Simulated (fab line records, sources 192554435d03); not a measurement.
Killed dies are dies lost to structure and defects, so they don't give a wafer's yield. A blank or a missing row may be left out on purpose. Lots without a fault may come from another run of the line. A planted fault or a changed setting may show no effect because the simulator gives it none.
Split-lot experiment | flow n5_finfet | 7 lots, 21 wafers read, on a route of 1938 steps

THE SPLIT
At N5_BEOL_M15_PEB_26 (peb time 90 s), the setting peb_temp_c was moved away from the recipe's 130 C on 10 of the 21 wafers read, by -2.2% to +2.1%. The other wafers ran this setting at the recipe's value.

FROM THE SPLIT TO THE READING: what the file shows between them, 2 steps
- N5_BEOL_M15_DEVELOP_27: develop time 45 s
- N5_BEOL_M15_HARDBAKE_32: time 120 s

THE READING
cd_nm, in nm, at N5_BEOL_M15_CD_MEAS_28 (target cd 407.6 nm). Fault-free wafers of this fab line usually give 406.4 nm, standard deviation 1.8 nm.

wafer  | tool, chamber at the split | peb_temp_c as run, C | against the recipe | cd_nm, nm | against lot-mates on the recipe
L074.3 | litho_track-01, 0          | 127.2                | -2.2%              | 392.8     | -14.4
L074.4 | litho_track-01, 0          | 127.2                | -2.2%              | 390.5     | -16.7
L074.6 | litho_track-01, 0          | 130                  | recipe             | 407.2     | -
L078.1 | litho_track-05, 0          | 132.7                | +2.1%              | 416.9     | +10.9
L078.2 | litho_track-05, 0          | 130                  | recipe             | 405.7     | -
L078.4 | litho_track-05, 0          | 130                  | recipe             | 406.3     | -
L083.4 | litho_track-01, 0          | 131.5                | +1.2%              | 411.9     | +3.5
L083.5 | litho_track-01, 0          | 130                  | recipe             | 408.4     | -
L083.6 | litho_track-01, 0          | 131.5                | +1.2%              | 412.9     | +4.5
L089.2 | litho_track-05, 0          | 130                  | recipe             | 403.3     | -
L089.3 | litho_track-05, 0          | 127.4                | -2.0%              | 391.9     | -11.4
L089.4 | litho_track-05, 0          | 127.4                | -2.0%              | 391.9     | -11.4
L087.2 | litho_track-01, 0          | 130                  | recipe             | 403.7     | -
L087.3 | litho_track-01, 0          | 130                  | recipe             | 408.0     | -
L087.6 | litho_track-01, 0          | 130                  | recipe             | 405.6     | -
L091.2 | litho_track-05, 0          | 128.4                | -1.2%              | 398.5     | -5.7
L091.3 | litho_track-05, 0          | 130                  | recipe             | 404.2     | -
L091.4 | litho_track-05, 0          | 128.4                | -1.2%              | 396.5     | -7.7
L096.1 | litho_track-03, 0          | 130                  | recipe             | 406.4     | -
L096.4 | litho_track-03, 0          | 128                  | -1.5%              | 397.3     | -8.6
L096.6 | litho_track-03, 0          | 130                  | recipe             | 405.5     | -

THE FIT
A straight line over all 21 wafers: cd_nm changes by +6.27 nm for each +1% of peb_temp_c; r = +0.98; the points scatter about the line by 1.5 nm.
The same after taking each lot's own level away (the mean of its wafers on the recipe; 21 wafers): +5.73 nm for each +1%; r = +0.98; scatter 1.5 nm.
On that fit, the largest move of peb_temp_c shifts the reading by 12 nm.
The lots' own levels span 403.30 to 408.40 nm, that is 2.8 times the standard deviation above.
So the lot-to-lot level changes the slope little: the two slopes agree.
Check: with one of the wafers moved furthest among these (-2.2%) left out of the fit, the line predicts -12.6 nm for it against its lot-mates. It came out at -14.4 nm against them.

OTHER SPLITS ON THESE WAFERS
These wafers also went through other splits before the reading. Each is held against what the fit with the lots' levels taken away leaves over:
other split on the same wafers      | wafers away from the commonest value | r with cd_nm (lot level and that fit taken away)
N5_BEOL_M10_TRENCH_ETCH_37 source_w | 4                                    | -0.11
N5_BEOL_M13_SPUTTER_43 power_w      | 7                                    | +0.07
N5_BEOL_M13_SPUTTER_44 time_s       | 6                                    | -0.20
N5_BEOL_M15_ILD_DEP_00 time_s       | 4                                    | +0.01

THE WHOLE CHAIN: every reading that the file lists as answering this split, in the file's order
step                       | what it does                                                            | reading                                                         | change (the file's fit)              | r (the file's)
N5_BEOL_M15_CD_MEAS_28     | target cd 407.6 nm                                                      | cd_nm                                                           | +5.78 nm for each +1% of the setting | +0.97
N5_BEOL_M15_DESCUM_33      | chemistry O2, time 7.9 s                                                | BEOL_M15.cd_nm (the simulator's own value, which no gauge read) | +5.78 nm for each +1% of the setting | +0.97
N5_BEOL_M15_ETCH_61        | etches BARC in N2/H2, target depth 89 nm, overetch 26.7 nm, time 67.9 s | BEOL_M15.cd_nm (the simulator's own value, which no gauge read) | +6.09 nm for each +1% of the setting | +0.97
N5_BEOL_M15_TRENCH_ETCH_34 | etches SiO2 in C4F8/O2/Ar, target depth 872.93 nm, time 199 s           | BEOL_M15.cd_nm (the simulator's own value, which no gauge read) | +6.29 nm for each +1% of the setting | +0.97

THE FILE'S OWN FIT
cd_nm changes by +5.78 nm for each +1% of peb_temp_c, r = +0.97.
